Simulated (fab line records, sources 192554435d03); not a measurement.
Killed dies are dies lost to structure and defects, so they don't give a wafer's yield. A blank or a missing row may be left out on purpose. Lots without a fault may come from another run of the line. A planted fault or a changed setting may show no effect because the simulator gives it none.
Chamber matching | flow n5_finfet | N5_FIN_SAQP_STRIP_55 on rie_diel-05: 4 sister chambers
The step strips in N2/H2. 14 wafers are shown with their chamber, then 7 later ones without.

WAFERS WITH THEIR CHAMBER
wafer  | chamber | throttle_valve_pct (%) | drypump_motor_current_A (A) | oes_product_au (a.u.)
L074.2 | 1       | 18.6                   | 5.83                        | 0.70
L074.3 | 2       | 18.9                   | 6.15                        | 0.94
L074.6 | 0       | 18.5                   | 5.59                        | 0.84
L075.2 | 3       | 19.6                   | 5.96                        | 0.71
L075.3 | 2       | 18.9                   | 6.14                        | 0.94
L075.5 | 3       | 19.6                   | 5.89                        | 0.72
L079.2 | 2       | 18.9                   | 6.13                        | 0.93
L079.4 | 3       | 19.6                   | 5.92                        | 0.71
L079.6 | 0       | 18.5                   | 5.56                        | 0.82
L081.2 | 2       | 18.9                   | 6.14                        | 0.91
L081.3 | 1       | 18.6                   | 5.84                        | 0.69
L081.5 | 3       | 19.6                   | 5.86                        | 0.71
L091.3 | 3       | 19.7                   | 5.95                        | 0.69
L091.4 | 0       | 18.5                   | 5.58                        | 0.80

SIGNATURES (means of the wafers above)
reading                 | chamber 0 | chamber 1 | chamber 2 | chamber 3 | scatter within a chamber
throttle_valve_pct      | 18.500    | 18.600    | 18.900    | 19.620    | 0.0283
drypump_motor_current_A | 5.5767    | 5.8350    | 6.1400    | 5.9160    | 0.0276
oes_product_au          | 0.8200    | 0.6950    | 0.9300    | 0.7080    | 0.0139
Rule: a wafer's distance from a chamber is the root of the sum, over the readings, of the square of ((its reading less the chamber's mean) divided by the reading's scatter). The wafer belongs to the nearest chamber; if the next one is less than 2 further off, it can't be placed. The scatter: the root of (the sum of the squares of (reading less its chamber's mean) over the shown wafers, divided by (wafers less chambers)).

WAFERS WITHOUT THEIR CHAMBER
wafer  | throttle_valve_pct (%) | drypump_motor_current_A (A) | oes_product_au (a.u.)
L091.6 | 19.0                   | 6.17                        | 0.85
L093.1 | 19.7                   | 5.90                        | 0.69
L093.2 | 18.6                   | 5.61                        | 0.81
L093.4 | 19.7                   | 5.88                        | 0.69
L096.3 | 18.2                   | 5.84                        | 0.96
L096.5 | 18.2                   | 5.83                        | 0.95
L096.6 | 19.0                   | 6.15                        | 0.85

WHICH CHAMBER EACH WENT THROUGH
wafer  | from the rows above | in truth
L091.6 | 2                   | 2
L093.1 | 3                   | 3
L093.2 | 0                   | 0
L093.4 | 3                   | 3
L096.3 | 0                   | 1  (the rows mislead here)
L096.5 | 0                   | 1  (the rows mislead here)
L096.6 | 2                   | 2
Placed correctly: 5 of 7. Can't be placed from these rows: 0. Placed wrongly: 2.
